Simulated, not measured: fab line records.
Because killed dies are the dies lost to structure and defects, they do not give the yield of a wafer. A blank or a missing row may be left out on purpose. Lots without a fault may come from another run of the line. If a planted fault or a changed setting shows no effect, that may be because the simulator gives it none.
fab line records	flow nandHarc
record lots=12	wafers=36	lastDay=24
route steps=1159 shown P_ZERO_WELL@12 P_GATE@213 P_CONTACT@236
lots untouched by any fault: they come from a run of this same line in which no faults occurred
startH: the number of hours between the record's first day and the start of the first shown wafer of the lot	waitH: hours from the lot's prior step to this one	" repeats the value in the row above	L1.1+2: a single row standing in for several wafers	- no value, or no start given	* or withheld: withheld	< > ~ a bound
route shown NAME@n: names a module that has steps shown in the file, with the first one's number in the route	usual: the fault-free wafers' mean and standard deviation	same: alike in all rows	chamber/n: place in a boat	sites: each site's reading	_std_site: the standard deviation of these	_edge_site: mean of outer sites minus mean of inner sites	radiusMm: for every site, how far away it sits from the centre of the wafer	mask NAME#n: copy n	behind: tool/chamber where the wafer was last shaped	hold: why the lot was held/for how many hours/how that ended	device: whichever transistor did not switch (one of n, p or np)	end of line: at the end of the route, the tests of the same wafers	a step with no rows: only its recipe	killed: the dies lost at the first sort to structure and to defects; this is not the yield of the wafer	map: per-die view of a wafer (x killed, . not killed, _ where there is no die)
set.NAME: the setting as run; set.NAME@STEP: as run at that earlier step	model.NAME: the simulator's own value behind a step, which no gauge read
a sample of lots followed through the steps of the route, with each step as a table and each wafer as a row
services: when a tool's chamber went out of use (startH, in hours from the record's first day, below 0 if earlier), for how many hours, and the reason
## steps
# step NHARC_P_ZERO_WELL_PEB_09
# recipe pebTempC=128	pebTimeS=80
# usual heaterPowerTotalW=189.8/0.79	resistLineTempC=22.99/0.088
lot.wafer	tool	chamber	startH	waitH	heaterPowerTotalW	resistLineTempC
L387.3	lithoTrack-02	0	19.17	0.1	190.1	23.14
L387.5	"	0	"	"	190.7	23.10
L387.6	"	0	"	"	189.1	23.19
L388.1	lithoTrack-02	0	25.31	0.1	190.9	22.98
L388.2	"	0	"	"	190.8	23.02
L388.5	"	0	"	"	190.9	23.05
L390.2	lithoTrack-07	0	37.30	0.1	190.8	22.83
L390.4	"	0	"	"	189.2	22.85
L390.5	"	0	"	"	188.8	22.94
L391.1	lithoTrack-07	0	43.17	0.1	190.0	23.01
L391.5	"	0	"	"	190.0	23.01
L391.6	"	0	"	"	189.3	23.04
L392.1	lithoTrack-02	0	49.28	0.1	188.6	22.80
L392.2	"	0	"	"	189.9	22.93
L392.3	"	0	"	"	190.9	22.97
L394.1	lithoTrack-02	0	61.37	0.1	189.6	22.82
L394.3	"	0	"	"	190.7	22.92
L394.6	"	0	"	"	190.0	23.06
L395.2	lithoTrack-03	0	67.13	0.1	189.6	22.95
L395.4	"	0	"	"	189.0	22.99
L395.6	"	0	"	"	189.0	22.97
L396.1	lithoTrack-07	0	73.15	0.1	188.6	23.06
L396.4	"	0	"	"	190.6	23.01
L396.5	"	0	"	"	188.8	23.02
L398.1	lithoTrack-07	0	85.27	0.1	190.7	22.95
L398.3	"	0	"	"	189.7	22.93
L398.5	"	0	"	"	190.9	23.14
L403.2	lithoTrack-07	0	115.15	0.1	190.1	23.17
L403.3	"	0	"	"	189.5	23.00
L403.4	"	0	"	"	190.9	22.88
L407.2	lithoTrack-07	0	139.16	0.1	236.4	23.22
L407.4	"	0	"	"	188.6	23.17
L407.6	"	0	"	"	189.7	23.06
L408.2	lithoTrack-03	0	145.04	0.1	188.7	22.88
L408.3	"	0	"	"	189.9	22.93
L408.4	"	0	"	"	190.0	22.99
# step NHARC_P_ZERO_WELL_CD_MEAS_11
# recipe targetCdNm=500	landingEnergyEv=500
# usual cdNm=499.5/2.5
lot.wafer	tool	chamber	startH	waitH	cdNm
L387.3	cdSem-03	0	19.26	-	500.6
L387.5	"	0	"	"	499.2
L387.6	"	0	"	"	496.0
L388.1	cdSem-03	0	25.39	-	499.2
L388.2	"	0	"	"	501.5
L388.5	"	0	"	"	498.0
L390.2	cdSem-03	0	37.39	-	501.6
L390.4	"	0	"	"	502.4
L390.5	"	0	"	"	502.5
L391.1	cdSem-03	0	43.26	-	497.0
L391.5	"	0	"	"	499.9
L391.6	"	0	"	"	497.3
L392.1	cdSem-03	0	49.37	-	497.5
L392.2	"	0	"	"	500.7
L392.3	"	0	"	"	498.3
L394.1	cdSem-03	0	61.46	-	501.0
L394.3	"	0	"	"	498.2
L394.6	"	0	"	"	497.7
L395.2	cdSem-01	0	67.22	-	503.2
L395.4	"	0	"	"	498.0
L395.6	"	0	"	"	499.2
L396.1	cdSem-01	0	73.24	-	499.8
L396.4	"	0	"	"	500.6
L396.5	"	0	"	"	497.6
L398.1	cdSem-02	0	85.35	-	499.6
L398.3	"	0	"	"	497.4
L398.5	"	0	"	"	498.8
L403.2	cdSem-02	0	115.24	-	496.3
L403.3	"	0	"	"	502.1
L403.4	"	0	"	"	499.3
L407.2	cdSem-01	0	139.24	-	480.3
L407.4	"	0	"	"	499.0
L407.6	"	0	"	"	495.0
L408.2	cdSem-01	0	145.12	-	503.3
L408.3	"	0	"	"	501.0
L408.4	"	0	"	"	503.5
# step NHARC_P_ZERO_WELL_INSPECT_43
# usual rawDefectCount=13/6.8
lot.wafer	tool	chamber	startH	waitH	rawDefectCount
L387.3	defectInspect-01	-	25.77	0.4	8
L387.5	"	-	"	"	13
L387.6	"	-	"	"	13
L388.1	defectInspect-01	-	31.79	0.6	13
L388.2	"	-	"	"	10
L388.5	"	-	"	"	8
L390.2	defectInspect-01	-	43.85	0.5	12
L390.4	"	-	"	"	9
L390.5	"	-	"	"	10
L391.1	defectInspect-02	-	49.75	0.6	5
L391.5	"	-	"	"	16
L391.6	"	-	"	"	5
L392.1	defectInspect-02	-	55.70	0.6	10
L392.2	"	-	"	"	6
L392.3	"	-	"	"	6
L394.1	defectInspect-02	-	67.96	0.6	15
L394.3	"	-	"	"	30
L394.6	"	-	"	"	13
L395.2	defectInspect-02	-	73.30	0.5	2
L395.4	"	-	"	"	11
L395.6	"	-	"	"	9
L396.1	defectInspect-02	-	79.43	0.6	11
L396.4	"	-	"	"	16
L396.5	"	-	"	"	17
L398.1	defectInspect-01	-	91.78	0.6	12
L398.3	"	-	"	"	16
L398.5	"	-	"	"	10
L403.2	defectInspect-01	-	121.63	0.5	26
L403.3	"	-	"	"	14
L403.4	"	-	"	"	12
L407.2	defectInspect-02	-	145.45	0.5	20
L407.4	"	-	"	"	6
L407.6	"	-	"	"	9
L408.2	defectInspect-01	-	151.43	0.5	20
L408.3	"	-	"	"	23
L408.4	"	-	"	"	11
# step NHARC_P_GATE_RTA_80
# recipe tempC=300	timeS=30
# usual wafer_temp_C_max=301.3/0.38
lot.wafer	tool	chamber	startH	waitH	wafer_temp_C_max
L387.3	rtpAnneal-01	0	111.14	-	301.3
L387.5	"	0	"	"	301.4
L387.6	"	0	"	"	301.6
L388.1	rtpAnneal-01	0	121.98	-	301.0
L388.2	"	0	"	"	301.7
L388.5	"	0	"	"	301.9
L391.1	rtpAnneal-01	0	131.63	-	301.9
L391.5	"	0	"	"	302.1
L391.6	"	0	"	"	301.7
L390.2	rtpAnneal-01	0	132.02	-	301.1
L390.4	"	0	"	"	301.0
L390.5	"	0	"	"	300.8
L392.1	rtpAnneal-02	0	143.28	-	301.3
L392.2	"	0	"	"	301.2
L392.3	"	0	"	"	301.1
L394.1	rtpAnneal-02	0	161.03	-	301.0
L394.3	"	0	"	"	301.2
L394.6	"	0	"	"	300.9
L395.2	rtpAnneal-01	0	161.66	-	301.6
L395.4	"	0	"	"	301.5
L395.6	"	0	"	"	301.6
L396.1	rtpAnneal-02	0	167.02	-	301.1
L396.4	"	0	"	"	301.1
L396.5	"	0	"	"	301.0
L398.1	rtpAnneal-01	0	190.51	-	301.2
L398.3	"	0	"	"	301.1
L398.5	"	0	"	"	301.5
L403.2	rtpAnneal-02	0	208.40	-	301.3
L403.3	"	0	"	"	300.8
L403.4	"	0	"	"	300.7
L407.2	rtpAnneal-02	0	234.21	-	301.0
L407.4	"	0	"	"	301.2
L407.6	"	0	"	"	301.6
L408.2	rtpAnneal-01	0	234.69	-	301.4
L408.3	"	0	"	"	301.7
L408.4	"	0	"	"	301.6
# step NHARC_P_CONTACT_ETCH_35
# recipe targetDepthA=390	overEtchFrac=0.3	timeS=65	ionEnergyEv=80	cf4FlowSccm=150	arFlowSccm=0	rfW=300	biasW=100	chemistry=CF4
# usual drypumpMotorCurrentA=5.7/0.53	oesProductAu=1.005/0.012	rfVppV=151.0/1.3	showerheadPlenumPTorr=1.76/0.071	throttleValvePct=13.285/0.0097
# same overEtchFrac=0.3
lot.wafer	tool	chamber	startH	waitH	drypumpMotorCurrentA	oesProductAu	rfHoursCounterH	rfVppV	showerheadPlenumPTorr	throttleValvePct
L387.3	rieDiel-09	3	113.76	0.1	5.8	0.993	3	151.3	1.69	13.262
L387.6	"	0	"	"	5.4	0.990	-	152.5	1.86	13.272
L387.5	"	1	"	"	6.3	1.006	-	151.6	1.80	13.289
L388.1	rieDiel-06	0	124.53	0.1	5.0	1.029	5	151.9	1.68	13.291
L388.2	"	3	"	"	5.2	1.000	5	152.8	1.84	13.290
L388.5	"	0	"	"	5.0	1.011	-	151.6	1.68	13.283
L391.1	rieDiel-08	0	134.22	0.1	6.2	1.006	0	150.2	1.79	13.290
L391.5	"	3	"	"	6.5	1.014	-	151.0	1.71	13.288
L391.6	"	0	"	"	6.2	1.012	-	152.3	1.79	13.279
L390.4	rieDiel-09	2	134.57	0.1	5.5	1.012	5	152.1	1.78	13.299
L390.2	"	3	"	"	5.8	1.004	6	150.4	1.69	13.297
L390.5	"	3	"	"	5.8	1.004	-	150.6	1.69	13.290
L392.1	rieDiel-09	2	145.85	0.1	5.6	1.012	7	151.2	1.77	13.282
L392.2	"	0	"	"	5.4	0.995	6	152.4	1.86	13.263
L392.3	"	1	"	"	6.3	1.007	6	152.0	1.80	13.285
L394.1	rieDiel-06	3	163.57	0.1	5.2	1.005	8	152.1	1.84	13.294
L394.3	"	1	"	"	5.7	0.999	8	150.2	1.82	13.274
L394.6	"	3	"	"	5.2	0.993	-	151.2	1.84	13.285
L395.2	rieDiel-09	0	164.22	0.1	5.4	1.004	8	152.5	1.86	13.303
L395.4	"	3	"	"	5.8	1.008	-	149.7	1.69	13.276
L395.6	"	0	"	"	5.4	0.995	-	152.4	1.86	13.290
L396.4	rieDiel-06	1	169.45	0.1	5.7	0.985	8	151.7	1.82	13.280
L396.1	"	3	"	"	5.2	0.997	9	151.5	1.84	13.301
L396.5	"	2	"	"	6.5	1.021	-	148.9	1.67	13.284
L398.1	rieDiel-06	2	193.05	0.1	6.5	1.018	13	150.5	1.67	13.297
L398.3	"	3	"	"	5.2	1.003	11	152.1	1.84	13.283
L398.5	"	2	"	"	6.5	1.018	-	150.0	1.67	13.275
L403.3	rieDiel-09	2	210.81	0.1	5.5	1.015	11	150.4	1.77	13.266
L403.2	"	3	"	"	5.8	0.997	13	150.1	1.69	13.284
L403.4	"	1	"	"	6.3	1.000	12	151.8	1.80	13.289
L407.4	rieDiel-06	1	236.93	0.1	5.7	1.000	15	151.5	1.81	13.280
L407.2	"	0	"	"	5.0	1.019	18	149.5	1.68	13.288
L407.6	"	1	"	"	5.7	0.993	-	152.1	1.81	13.298
L408.4	rieDiel-08	2	237.15	0.1	6.2	1.006	38	151.5	1.80	13.290
L408.2	"	0	"	"	6.2	1.021	38	149.9	1.77	13.298
L408.3	"	1	"	"	6.0	1.017	40	152.1	1.72	13.269
## services
tool	chamber	startH	hours	kind
rieDiel-09	0	7.10	-	clean
rieDiel-09	1	7.10	-	clean
rieDiel-09	2	7.10	-	clean
rieDiel-09	3	7.10	-	clean
lithoTrack-07	-	14.00	7.0	pm
rieDiel-06	0	18.72	-	clean
rieDiel-06	1	18.72	-	clean
rieDiel-06	2	18.72	-	clean
rieDiel-06	3	18.72	-	clean
rieDiel-09	0	31.60	-	clean
lithoTrack-03	-	38.00	7.0	pm
rieDiel-06	-	64.20	9.0	pm
rieDiel-09	2	69.62	12.4	repair
rieDiel-09	-	77.10	9.0	pm
rieDiel-09	0	118.98	2.1	repair
rieDiel-08	-	124.80	9.0	pm
rieDiel-06	3	126.06	19.5	repair
rieDiel-09	2	160.21	12.4	repair
lithoTrack-02	-	165.00	7.0	pm
lithoTrack-07	-	189.00	7.0	pm
rieDiel-09	2	189.14	6.2	repair
rieDiel-09	1	193.55	7.7	repair
lithoTrack-03	-	213.00	7.0	pm
rieDiel-09	2	229.40	19.4	repair
## key
firstSign step=NHARC_P_ZERO_WELL_PEB_09	reading=heaterPowerTotalW	direction=up	sigmas=59	usual=*	struck=*
effect step=NHARC_P_ZERO_WELL_CD_MEAS_11	reading=cdNm	direction=down	sigmas=7.6	usual=499.5	struck=480.3
metAt NHARC_P_ZERO_WELL_PEB_09
struckLots L407
struckWafers L407.2
testerLeftOut L407
notActingAt NHARC_P_ZERO_WELL_INSPECT_43,NHARC_P_GATE_RTA_80,NHARC_P_CONTACT_ETCH_35
onsetBetween 115.15 139.16
fault kind=processParameterDrift	tool=lithoTrack-07	chamber=-	onsetH=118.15	steps=NHARC_P_ZERO_WELL_PEB_09	channel=pebTimeS	offset=*	shape=step	endH=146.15	scope=struckWafersOnly	actsIn=*	stated=*
# testerLeftOut: of these lots the tester's yield and bins aren't shown, on N5 and GAA mostly nor the transistor test; their killed dies are dies lost to structure and defects alone, not to doping, threshold or leakage, so they don't give the yield
